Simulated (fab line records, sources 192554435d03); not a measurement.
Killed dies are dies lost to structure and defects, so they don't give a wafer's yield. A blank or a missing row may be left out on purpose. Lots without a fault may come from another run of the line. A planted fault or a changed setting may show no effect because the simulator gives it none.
Which tool did it? | flow n5_finfet | 24 lots, 72 wafers sampled, at 5 steps of a route of 1938

WHAT THE GAUGES READ, wafer by wafer
N5_BEOL_M6_OVL_MEAS_12. Usual: M6_OVL 0.2 nm, standard deviation 0.75.
lot  | measured     | on         | M6_OVL (nm)    | flag
L074 | day 9 01:20  | overlay-01 | 0.3 1.2 0.6    |
L075 | day 9 09:06  | overlay-02 | -1.1 0.5 0.0   |
L076 | day 9 18:02  | overlay-02 | -1.4 -0.1 -1.6 |
L077 | day 9 23:19  | overlay-01 | 0.7 0.5 0.4    |
L079 | day 9 23:29  | overlay-02 | -0.6 -0.8 -1.1 |
L078 | day 10 04:37 | overlay-02 | 0.3 0.9 -0.4   |
L080 | day 10 17:48 | overlay-01 | 0.6 1.0 -0.2   |
L081 | day 10 22:17 | overlay-01 | 0.2 -0.4 -0.4  |
L082 | day 11 01:47 | overlay-02 | 0.4 0.5 -0.5   |
L083 | day 11 12:55 | overlay-02 | 0.8 0.5 0.4    |
L085 | day 11 13:08 | overlay-02 | 0.0 0.2 -0.7   |
L084 | day 11 18:36 | overlay-02 | 0.5 1.7 0.8    |
L088 | day 11 21:21 | overlay-01 | -0.1 -0.4 -0.3 |
L086 | day 11 23:40 | overlay-01 | -0.1 1.7 1.1   |
L087 | day 12 18:03 | overlay-01 | 0.0 1.1 1.1    |
L089 | day 12 17:52 | overlay-02 | 0.1 0.3 0.3    |
L090 | day 13 00:41 | overlay-02 | -0.1 1.2 1.6   |
L091 | day 13 20:14 | overlay-01 | 0.2 -0.5 -0.4  |
L094 | day 13 21:31 | overlay-02 | 0.4 -0.4 -1.0  |
L092 | day 13 20:45 | overlay-02 | 1.2 0.3 0.5    |
L093 | day 14 00:02 | overlay-01 | 1.0 0.1 1.7    |
L096 | day 14 00:14 | overlay-01 | 0.6 -0.1 0.3   |
L095 | day 14 17:20 | overlay-01 | -0.9 0.1 -0.6  |
L097 | day 14 23:49 | overlay-01 | -1.0 -0.7 -0.9 |

WHICH TOOL RAN EACH LOT (tool, then ch and the chambers of the sampled wafers, then the start)
lot  | N5_BEOL_M4_ANNEAL_89         | N5_BEOL_M5_ETCH_62                 | N5_BEOL_M5_ETCH_41                            | N5_BEOL_M5_SPUTTER_90
L074 | pvd_sputter-01, day 8 10:35  | rie_diel-02 ch 0,1,2, day 8 14:56  | rie_diel-02 ch 0,2, day 8 22:31 or earlier    | pvd_sputter-02, day 8 22:31
L075 | pvd_sputter-02, day 8 16:10  | rie_diel-01 ch 0,2,3, day 8 21:51  | rie_diel-01 ch 0,1,3, day 9 05:37 or earlier  | pvd_sputter-01, day 9 05:37
L076 | pvd_sputter-03, day 9 01:06  | rie_diel-03 ch 1,2, day 9 06:34    | rie_diel-03 ch 0,1,3, day 9 13:57 or earlier  | pvd_sputter-02, day 9 13:57
L077 | pvd_sputter-03, day 9 04:01  | rie_diel-01 ch 0,3, day 9 09:19    | rie_diel-02 ch 0,2,3, day 9 19:01 or earlier  | pvd_sputter-03, day 9 19:01
L079 | pvd_sputter-02, day 9 04:53  | rie_diel-01 ch 0,2,3, day 9 09:44  | rie_diel-01 ch 1,2,3, day 9 19:23 or earlier  | pvd_sputter-01, day 9 19:23
L078 | pvd_sputter-02, day 9 07:32  | rie_diel-03 ch 0,2,3, day 9 14:10  | rie_diel-03 ch 0,1,2, day 9 23:31 or earlier  | pvd_sputter-02, day 9 23:31
L080 | pvd_sputter-02, day 10 01:17 | rie_diel-03 ch 0,2,3, day 10 05:54 | rie_diel-01 ch 0,2,3, day 10 14:19 or earlier | pvd_sputter-03, day 10 14:19
L081 | pvd_sputter-01, day 10 01:50 | rie_diel-01 ch 0,3, day 10 06:11   | rie_diel-03 ch 0,1,2, day 10 16:43 or earlier | pvd_sputter-02, day 10 16:43
L082 | pvd_sputter-01, day 10 06:18 | rie_diel-01 ch 0,1,3, day 10 11:23 | rie_diel-01 ch 1,2,3, day 10 21:35 or earlier | pvd_sputter-02, day 10 21:35
L083 | pvd_sputter-03, day 10 19:11 | rie_diel-03 ch 0,2,3, day 11 01:33 | rie_diel-01 ch 0,1,2, day 11 08:55 or earlier | pvd_sputter-01, day 11 08:55
L085 | pvd_sputter-01, day 10 19:39 | rie_diel-01 ch 0,2,3, day 11 01:49 | rie_diel-01 ch 0,1,2, day 11 09:00 or earlier | pvd_sputter-02, day 11 09:00
L084 | pvd_sputter-01, day 11 00:08 | rie_diel-01 ch 0,1,3, day 11 05:04 | rie_diel-02 ch 0,1,3, day 11 15:11 or earlier | pvd_sputter-02, day 11 15:11
L088 | pvd_sputter-03, day 11 03:03 | rie_diel-01 ch 1,2, day 11 09:58   | rie_diel-03 ch 2,3, day 11 17:59 or earlier   | pvd_sputter-03, day 11 17:59
L086 | pvd_sputter-02, day 11 03:17 | rie_diel-03 ch 0,3, day 11 10:13   | rie_diel-01 ch 1,2, day 11 20:24 or earlier   | pvd_sputter-01, day 11 20:24
L087 | pvd_sputter-01, day 12 00:54 | rie_diel-02 ch 1,2,3, day 12 06:30 | rie_diel-02 ch 1,2,3, day 12 14:20 or earlier | pvd_sputter-02, day 12 14:20
L089 | pvd_sputter-03, day 12 02:00 | rie_diel-03 ch 1,2,3, day 12 06:41 | rie_diel-01 ch 1,2, day 12 14:06 or earlier   | pvd_sputter-01, day 12 14:06
L090 | pvd_sputter-01, day 12 07:30 | rie_diel-01 ch 0,1,3, day 12 13:24 | rie_diel-02 ch 0,2,3, day 12 20:20 or earlier | pvd_sputter-02, day 12 20:20
L091 | pvd_sputter-02, day 12 21:22 | rie_diel-01 ch 0,1,3, day 13 04:38 | rie_diel-02 ch 0,2,3, day 13 14:22 or earlier | pvd_sputter-01, day 13 14:22
L094 | pvd_sputter-02, day 13 02:17 | rie_diel-01 ch 1,2,3, day 13 08:40 | rie_diel-02 ch 0,1, day 13 18:59 or earlier   | pvd_sputter-01, day 13 18:59
L092 | pvd_sputter-03, day 13 02:18 | rie_diel-02 ch 1,2, day 13 08:46   | rie_diel-01 ch 2,3, day 13 16:55 or earlier   | pvd_sputter-03, day 13 16:55
L093 | pvd_sputter-02, day 13 07:02 | rie_diel-02 ch 0,1,3, day 13 12:19 | rie_diel-02 ch 0,1, day 13 21:02 or earlier   | pvd_sputter-02, day 13 21:02
L096 | pvd_sputter-01, day 13 07:08 | rie_diel-03 ch 0,2,3, day 13 12:08 | rie_diel-01 ch 0,2, day 13 21:21 or earlier   | pvd_sputter-03, day 13 21:21
L095 | pvd_sputter-03, day 13 22:28 | rie_diel-01 ch 0,1,2, day 14 03:11 | rie_diel-03 ch 0,3, day 14 12:52 or earlier   | pvd_sputter-01, day 14 12:52
L097 | pvd_sputter-03, day 14 04:33 | rie_diel-03 ch 0,1,3, day 14 09:00 | rie_diel-03 ch 1,3, day 14 21:02 or earlier   | pvd_sputter-03, day 14 21:02
- N5_BEOL_M4_ANNEAL_89: time 240 s.
- N5_BEOL_M5_ETCH_62: etches SOC in N2/H2, target depth 75 nm, overetch 15 nm, time 112.5 s.
- N5_BEOL_M5_ETCH_41: etches SiCN in CH3F/O2, target depth 31.5 nm, time 56.7 s.
- N5_BEOL_M5_SPUTTER_90: material Cu, target thk 4.5 nm, time 8.29 s.

WHAT THE TOOLS THEMSELVES READ (means of the sampled wafers that have a number; where no wafer has one, the mark that the record gives instead)
N5_BEOL_M4_ANNEAL_89. Usual: heater_power_w 903 W, standard deviation 65.
lot  | tool           | heater_power_w (W) | flag
L074 | pvd_sputter-01 | 1001               |
L075 | pvd_sputter-02 | 845                |
L076 | pvd_sputter-03 | 949                |
L077 | pvd_sputter-03 | 930                |
L079 | pvd_sputter-02 | 846                |
L078 | pvd_sputter-02 | 859                |
L080 | pvd_sputter-02 | 857                |
L081 | pvd_sputter-01 | 980                |
L082 | pvd_sputter-01 | 934                |
L083 | pvd_sputter-03 | 868                |
L085 | pvd_sputter-01 | 944                |
L084 | pvd_sputter-01 | 982                |
L088 | pvd_sputter-03 | 864                |
L086 | pvd_sputter-02 | 842                |
L087 | pvd_sputter-01 | 911                |
L089 | pvd_sputter-03 | 896                |
L090 | pvd_sputter-01 | 977                |
L091 | pvd_sputter-02 | 846                |
L094 | pvd_sputter-02 | 855                |
L092 | pvd_sputter-03 | 894                |
L093 | pvd_sputter-02 | 854                |
L096 | pvd_sputter-01 | 981                |
L095 | pvd_sputter-03 | 885                |
L097 | pvd_sputter-03 | 936                |

N5_BEOL_M5_ETCH_62. Usual: chamber_pressure_mTorr 30.00 mTorr, standard deviation 0.033; drypump_motor_current_A 5.7 A, standard deviation 0.44; n2_flow_sccm 200.1 sccm, standard deviation 0.6; oes_product_au 0.60 a.u., standard deviation 0.06; rf_vpp_V 522.9 V, standard deviation 2.5; showerhead_plenum_p_Torr 2.51 Torr, standard deviation 0.088; throttle_valve_pct 17.9 %, standard deviation 0.3.
lot  | tool        | chamber_pressure_mTorr (mTorr) | drypump_motor_current_A (A) | n2_flow_sccm (sccm) | oes_product_au (a.u.) | rf_vpp_V (V) | showerhead_plenum_p_Torr (Torr) | throttle_valve_pct (%) | flag
L074 | rie_diel-02 | 30.01                          | 5.7                         | 200.4               | 0.65                  | 524.1        | 2.53                            | 17.8                   |
L075 | rie_diel-01 | 29.99                          | 6.2                         | 200.2               | 0.58                  | 524.1        | 2.53                            | 17.8                   |
L076 | rie_diel-03 | 29.99                          | 5.6                         | 200.0               | 0.71                  | 522.6        | 2.49                            | 18.1                   |
L077 | rie_diel-01 | 29.99                          | 6.3                         | 200.1               | 0.58                  | 522.1        | 2.48                            | 17.8                   |
L079 | rie_diel-01 | 30.02                          | 6.2                         | 200.0               | 0.58                  | 523.8        | 2.52                            | 17.8                   |
L078 | rie_diel-03 | 30.02                          | 5.5                         | 200.3               | 0.65                  | 523.0        | 2.52                            | 18.0                   |
L080 | rie_diel-03 | 30.03                          | 5.5                         | 200.2               | 0.64                  | 522.7        | 2.52                            | 18.0                   |
L081 | rie_diel-01 | 30.00                          | 6.2                         | 200.5               | 0.57                  | 521.5        | 2.44                            | 18.1                   |
L082 | rie_diel-01 | 30.00                          | 5.9                         | 200.3               | 0.58                  | 521.5        | 2.45                            | 18.0                   |
L083 | rie_diel-03 | 29.99                          | 5.5                         | 199.7               | 0.64                  | 523.1        | 2.52                            | 18.0                   |
L085 | rie_diel-01 | 29.99                          | 6.2                         | 199.7               | 0.57                  | 523.0        | 2.52                            | 17.9                   |
L084 | rie_diel-01 | 30.00                          | 5.9                         | 200.1               | 0.58                  | 521.7        | 2.45                            | 18.0                   |
L088 | rie_diel-01 | 30.01                          | 5.6                         | 200.1               | 0.58                  | 522.7        | 2.50                            | 17.9                   |
L086 | rie_diel-03 | 29.99                          | 5.3                         | 199.5               | 0.58                  | 522.6        | 2.50                            | 18.1                   |
L087 | rie_diel-02 | 30.01                          | 5.6                         | 200.4               | 0.60                  | 523.0        | 2.50                            | 17.8                   |
L089 | rie_diel-03 | 29.99                          | 5.4                         | 199.8               | 0.69                  | 522.1        | 2.47                            | 18.0                   |
L090 | rie_diel-01 | 29.99                          | 5.9                         | 199.7               | 0.57                  | 520.7        | 2.44                            | 18.0                   |
L091 | rie_diel-01 | 30.00                          | 5.9                         | 200.4               | 0.57                  | 521.1        | 2.44                            | 18.0                   |
L094 | rie_diel-01 | 30.02                          | 5.8                         | 200.3               | 0.57                  | 521.2        | 2.48                            | 18.0                   |
L092 | rie_diel-02 | 30.00                          | 5.7                         | 200.8               | 0.59                  | 521.3        | 2.46                            | 18.0                   |
L093 | rie_diel-02 | 29.95                          | 5.5                         | 199.8               | 0.64                  | 523.5        | 2.52                            | 17.7                   |
L096 | rie_diel-03 | 29.95                          | 5.5                         | 200.4               | 0.62                  | 522.5        | 2.51                            | 18.1                   |
L095 | rie_diel-01 | 29.98                          | 5.9                         | 200.5               | 0.57                  | 523.5        | 2.52                            | 17.8                   |
L097 | rie_diel-03 | 29.98                          | 5.2                         | 200.1               | 0.62                  | 523.1        | 2.52                            | 18.1                   |

N5_BEOL_M5_ETCH_41. Usual: chamber_pressure_mTorr 29.998 mTorr, standard deviation 0.028; drypump_motor_current_A 5.7 A, standard deviation 0.4; oes_product_au 0.76 a.u., standard deviation 0.077; rf_vpp_V 296.9 V, standard deviation 1.6; showerhead_plenum_p_Torr 1.98 Torr, standard deviation 0.066; throttle_valve_pct 16.42 %, standard deviation 0.26.
lot  | tool        | chamber_pressure_mTorr (mTorr) | drypump_motor_current_A (A) | oes_product_au (a.u.) | rf_vpp_V (V) | showerhead_plenum_p_Torr (Torr) | throttle_valve_pct (%) | flag
L074 | rie_diel-02 | 29.970                         | 5.7                         | 0.88                  | 297.6        | 2.05                            | 16.16                  |
L075 | rie_diel-01 | 30.017                         | 5.9                         | 0.74                  | 295.8        | 1.93                            | 16.45                  |
L076 | rie_diel-03 | 30.020                         | 5.2                         | 0.71                  | 296.5        | 1.98                            | 16.63                  |
L077 | rie_diel-02 | 29.986                         | 5.6                         | 0.83                  | 298.0        | 2.03                            | 16.23                  |
L079 | rie_diel-01 | 29.995                         | 5.8                         | 0.73                  | 297.2        | 1.96                            | 16.44                  |
L078 | rie_diel-03 | 29.971                         | 5.4                         | 0.79                  | 297.5        | 1.99                            | 16.54                  |
L080 | rie_diel-01 | 29.989                         | 6.2                         | 0.72                  | 296.7        | 1.98                            | 16.36                  |
L081 | rie_diel-03 | 30.028                         | 5.4                         | 0.79                  | 297.8        | 1.99                            | 16.57                  |
L082 | rie_diel-01 | 30.017                         | 5.8                         | 0.73                  | 296.3        | 1.95                            | 16.46                  |
L083 | rie_diel-01 | 29.971                         | 6.0                         | 0.73                  | 296.8        | 1.98                            | 16.25                  |
L085 | rie_diel-01 | 30.009                         | 5.9                         | 0.72                  | 297.3        | 1.98                            | 16.25                  |
L084 | rie_diel-02 | 30.008                         | 5.5                         | 0.83                  | 296.0        | 2.00                            | 16.30                  |
L088 | rie_diel-03 | 29.993                         | 5.4                         | 0.79                  | 296.0        | 1.92                            | 16.42                  |
L086 | rie_diel-01 | 30.000                         | 5.6                         | 0.73                  | 296.7        | 1.95                            | 16.34                  |
L087 | rie_diel-02 | 29.998                         | 5.6                         | 0.76                  | 296.5        | 1.98                            | 16.46                  |
L089 | rie_diel-01 | 30.005                         | 5.6                         | 0.73                  | 295.7        | 1.95                            | 16.36                  |
L090 | rie_diel-02 | 29.989                         | 5.6                         | 0.81                  | 298.2        | 2.03                            | 16.25                  |
L091 | rie_diel-02 | 30.009                         | 5.6                         | 0.79                  | 298.0        | 2.03                            | 16.26                  |
L094 | rie_diel-02 | 30.033                         | 5.6                         | 0.78                  | 296.6        | 1.96                            | 16.47                  |
L092 | rie_diel-01 | 29.969                         | 6.1                         | 0.70                  | 296.1        | 1.95                            | 16.63                  |
L093 | rie_diel-02 | 30.023                         | 5.6                         | 0.78                  | 296.5        | 1.96                            | 16.46                  |
L096 | rie_diel-01 | 30.006                         | 6.3                         | 0.72                  | 297.1        | 2.00                            | 16.19                  |
L095 | rie_diel-03 | 30.001                         | 5.3                         | 0.71                  | 298.1        | 2.00                            | 16.65                  |
L097 | rie_diel-03 | 29.993                         | 5.1                         | 0.85                  | 296.4        | 1.94                            | 16.45                  |

N5_BEOL_M5_SPUTTER_90. Usual: throttle_valve_pct 29.6 %, standard deviation 0.99.
lot  | tool           | throttle_valve_pct (%) | flag
L074 | pvd_sputter-02 | 29.7                   |
L075 | pvd_sputter-01 | 28.7                   |
L076 | pvd_sputter-02 | 29.5                   |
L077 | pvd_sputter-03 | 30.1                   |
L079 | pvd_sputter-01 | 29.3                   |
L078 | pvd_sputter-02 | 28.8                   |
L080 | pvd_sputter-03 | 30.2                   |
L081 | pvd_sputter-02 | 29.6                   |
L082 | pvd_sputter-02 | 29.8                   |
L083 | pvd_sputter-01 | 29.4                   |
L085 | pvd_sputter-02 | 29.7                   |
L084 | pvd_sputter-02 | 29.1                   |
L088 | pvd_sputter-03 | 29.8                   |
L086 | pvd_sputter-01 | 29.8                   |
L087 | pvd_sputter-02 | 29.4                   |
L089 | pvd_sputter-01 | 30.4                   |
L090 | pvd_sputter-02 | 29.7                   |
L091 | pvd_sputter-01 | 29.0                   |
L094 | pvd_sputter-01 | 29.9                   |
L092 | pvd_sputter-03 | 29.8                   |
L093 | pvd_sputter-02 | 29.6                   |
L096 | pvd_sputter-03 | 30.0                   |
L095 | pvd_sputter-01 | 30.6                   |
L097 | pvd_sputter-03 | 29.4                   |

THE ANSWER, worked out from the rows above alone
Rule: a lot is off if the mean of its wafers that have a number lies more than 3 standard deviations from the usual mean. A lot without any number at a reading at which 4 lots or more have one is off too. The other lots that the step has rows for count as sound. The gauges are gone through in route order, then the tools' own readings, and for those a lot's mean is taken as printed above. The first step at which some lot is off is used, and at that step the reading that is off furthest; a lot without a number counts as furthest.
No lot is off at any reading shown: from this, nothing can be told.

WHAT THE SIMULATOR HAD PUT IN
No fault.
